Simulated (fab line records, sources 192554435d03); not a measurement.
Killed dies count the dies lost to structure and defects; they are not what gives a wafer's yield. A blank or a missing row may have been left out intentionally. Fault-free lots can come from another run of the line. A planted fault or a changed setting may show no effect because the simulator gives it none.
Split-lot study + flow n5-finfet + 7 lots, 21 wafers read, on a route of 1938 steps

THE SPLIT
At N5_BEOL_M0_ETCH_138 (etches SiCN in CH3F/O2, target depth 12 nm, time 31.6 s), the setting source-w was moved away from the recipe's 395 W on 2 of the 21 wafers read, by +4.8% to +13.0%. The other wafers ran this setting at the recipe's value.

The reading comes from the split's own step.

THE READING
rf-vpp-V, in V, at N5_BEOL_M0_ETCH_138 (etches SiCN in CH3F/O2, target depth 12 nm, time 31.6 s). A value of 297.3 V with a standard deviation of 1.3 V is what fault-free wafers of this fab line usually give.

| wafer  | tool, chamber at the split | source-w as run, W | against the recipe | rf-vpp-V, V | against lot-mates on the recipe |
|--------|----------------------------|--------------------|--------------------|-------------|---------------------------------|
| L076.2 | rie-diel-03, 3             | 395                | recipe             | 297.1       | -                               |
| L076.4 | rie-diel-03, 3             | 395                | recipe             | 297.0       | -                               |
| L076.6 | rie-diel-03, 2             | 395                | recipe             | 300.1       | -                               |
| L081.2 | rie-diel-05, 1             | 395                | recipe             | 296.6       | -                               |
| L081.3 | rie-diel-05, 2             | 395                | recipe             | 296.8       | -                               |
| L081.5 | rie-diel-05, 0             | 395                | recipe             | 296.4       | -                               |
| L083.2 | rie-diel-05, 3             | 395                | recipe             | 297.2       | -                               |
| L083.5 | rie-diel-05, 3             | 395                | recipe             | 298.4       | -                               |
| L083.6 | rie-diel-05, 0             | 395                | recipe             | 295.9       | -                               |
| L084.1 | rie-diel-05, 2             | 395                | recipe             | 296.9       | -                               |
| L084.2 | rie-diel-05, 0             | 395                | recipe             | 295.6       | -                               |
| L084.5 | rie-diel-05, 2             | 446.5              | +13.0%             | 284.7       | -11.6                           |
| L087.1 | rie-diel-03, 1             | 395                | recipe             | 297.0       | -                               |
| L087.4 | rie-diel-03, 3             | 395                | recipe             | 295.2       | -                               |
| L087.6 | rie-diel-03, 2             | 395                | recipe             | 299.1       | -                               |
| L096.1 | rie-diel-04, 0             | 395                | recipe             | 298.3       | -                               |
| L096.5 | rie-diel-04, 3             | 395                | recipe             | 300.3       | -                               |
| L096.6 | rie-diel-04, 2             | 395                | recipe             | 297.5       | -                               |
| L097.2 | rie-diel-03, 0             | 395                | recipe             | 298.1       | -                               |
| L097.4 | rie-diel-03, 3             | 413.9              | +4.8%              | 293.1       | -5.1                            |
| L097.6 | rie-diel-03, 0             | 395                | recipe             | 298.3       | -                               |

FIT RESULTS
A straight line over all 21 wafers: rf-vpp-V changes by -0.972 V for each +1% of source-w; r = -0.91; the points scatter about the line by 1.4 V.
The same after taking each lot's own level away (the mean of its wafers on the recipe; 21 wafers): -0.905 V for each +1%; r = -0.93; scatter 1.1 V.
On that fit, the largest move of source-w shifts the reading by 12 V.
Measured against the standard deviation above, the lots' own levels, which go from 296.25 to 298.70 V, span 1.9 times it.
So the lot-to-lot level changes the slope little: the two slopes agree.
Check: with one of the wafers moved furthest among these (+13.0%) left out of the fit, the line predicts -13.9 V for it against its lot-mates. Against them it came out at -11.6 V.
Tool readings at the split's step, against how far the setting was moved: rf-vpp-V r = -0.91.

ADDITIONAL SPLITS CARRIED BY THESE WAFERS
Before the reading, these wafers also passed through other splits. Each is held against what the fit with the lots' levels taken away leaves over:
| other split on the same wafers           | wafers away from the commonest value | r with rf-vpp-V (lot level and that fit taken away) |
|------------------------------------------|--------------------------------------|-----------------------------------------------------|
| N5_SD_ACTIVATION_LSA_01 temp-c           | 4                                    | -0.12                                               |
| N5_HKMG_FIN_COAT_30 spin-rpm             | 7                                    | -0.03                                               |
| N5_HKMG_FIN_DEVELOP_11 develop-time-s    | 6                                    | +0.00                                               |
| N5_MOL_CONTACT_COAG_PRECLEAN_111 time-s  | 5                                    | +0.17                                               |
| N5_MOL_CONTACT_COAG_SPUTTER_130 power-w  | 6                                    | -0.30                                               |
| N5_MOL_CONTACT_COAG_ETCH_67 source-w     | 7                                    | -0.12                                               |
| N5_MOL_CONTACT_COAG_CVD_140 target-thk-a | 6                                    | +0.05                                               |
| N5_BEOL_M0_SAQP_PECVD_96 time-s          | 9                                    | -0.13                                               |

THE FILE'S OWN FIT
rf-vpp-V changes by -0.909 V for each +1% of source-w, r = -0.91.
